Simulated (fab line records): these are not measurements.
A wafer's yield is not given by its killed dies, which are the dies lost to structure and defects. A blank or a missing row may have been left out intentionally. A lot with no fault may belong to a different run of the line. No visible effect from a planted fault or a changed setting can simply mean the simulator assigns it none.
Which tool did it?	flow n5 finfet	Sampling: 8 lots, 23 wafers, 5 of 1938 route steps

== WHAT EACH GAUGE READ, for each wafer ==
N5_BEOL_M4_RC_MEAS_101.
lot	measured	on	DIBL_N (mV/V)
L901	day 7 19:21	prober-02	34.1 37.8 39.7
L905	day 8 20:35	prober-02	37.5 41.0 37.7
L909	day 10 21:48	prober-01	37.1 38.0
L914	day 11 17:02	prober-02	37.5 36.4 36.5
L919	day 12 20:11	prober-02	34.5 36.0 39.9
L921	day 13 22:40	prober-02	40.5 38.6 39.9
L922	day 13 22:26	prober-01	38.6 39.0 39.9
L923	day 14 00:07	prober-02	37.5 34.7 37.5

== WHICH TOOL RAN EACH LOT (tool, then ch and the chambers of the sampled wafers, then the start) ==
lot	N5_BEOL_M1_ETCH_74	N5_BEOL_M1_ETCH_63	N5_BEOL_M1_ETCH_77	N5_BEOL_M1_VIA_ETCH_34
L901	rie diel-02 ch 0,1, day 6 00:46	rie diel-02 ch 0,1, day 6 00:47	rie diel-04 ch 0,2,3, day 6 01:39	rie diel-04 ch 1,2, day 6 02:54
L905	rie diel-06 ch 0,3, day 7 01:12	rie diel-06 ch 0,3, day 7 01:13	rie diel-04 ch 1,2,3, day 7 02:35	rie diel-04 ch 2,3, day 7 04:16
L909	rie diel-04 ch 0,3, day 8 07:53	rie diel-04 ch 0,3, day 8 07:55	rie diel-06 ch 0,2, day 8 08:54	rie diel-04 ch 0,1, day 8 11:50
L914	rie diel-06 ch 0,2,3, day 9 17:49	rie diel-06 ch 0,2,3, day 9 17:50	rie diel-02 ch 0,1, day 9 18:41	rie diel-02 ch 0,2, day 9 20:13
L919	rie diel-04 ch 2,3, day 10 15:45	rie diel-04 ch 2,3, day 10 15:46	rie diel-06 ch 0,2,3, day 10 16:50	rie diel-02 ch 1,3, day 10 19:56
L921	rie diel-02 ch 1,2,3, day 11 06:59	rie diel-02 ch 1,2,3, day 11 07:00	rie diel-06 ch 1,3, day 11 07:52	rie diel-02 ch 2,3, day 11 10:29
L922	rie diel-06 ch 0,1,3, day 11 07:07	rie diel-06 ch 0,1,3, day 11 07:08	rie diel-06 ch 0,2, day 11 08:06	rie diel-06 ch 0,2,3, day 11 10:40
L923	rie diel-04 ch 0,2, day 11 11:49	rie diel-04 ch 0,2, day 11 11:50	rie diel-02 ch 1,2, day 11 12:49	rie diel-02 ch 0,1,2, day 11 23:58
- N5_BEOL_M1_ETCH_74: etches underlayer in N2/H2, target depth 6.5 nm, time 5.2 s.
- N5_BEOL_M1_ETCH_63: etches SiARC in CF4, target depth 15.6 nm, time 26 s.
- N5_BEOL_M1_ETCH_77: etches underlayer in N2/H2, target depth 6.5 nm, time 5.2 s.
- N5_BEOL_M1_VIA_ETCH_34: etches the open film in C4F6/O2, target depth 67.8 nm, time 64.4 s.

== THE ANSWER, worked out from the rows above alone ==
Rule: usual is defined by the lots themselves. Put in order of their means at a reading, lots are off if they are a third of the lots or fewer, leave a main group of 4 or more, and stand apart from it by a gap of 3 or more times the standard deviation of the main group's means; of several such gaps the widest counts. A main group is skipped when, at the precision printed for the reading in the tables above, its means are all equal. A lot without any number at a reading at which 4 lots or more have one is off too. Any other lot the step has rows for is counted as sound.
No lot is off at any reading shown: from this, nothing can be told.

== WHAT HAD BEEN PUT IN BY THE SIMULATOR ==
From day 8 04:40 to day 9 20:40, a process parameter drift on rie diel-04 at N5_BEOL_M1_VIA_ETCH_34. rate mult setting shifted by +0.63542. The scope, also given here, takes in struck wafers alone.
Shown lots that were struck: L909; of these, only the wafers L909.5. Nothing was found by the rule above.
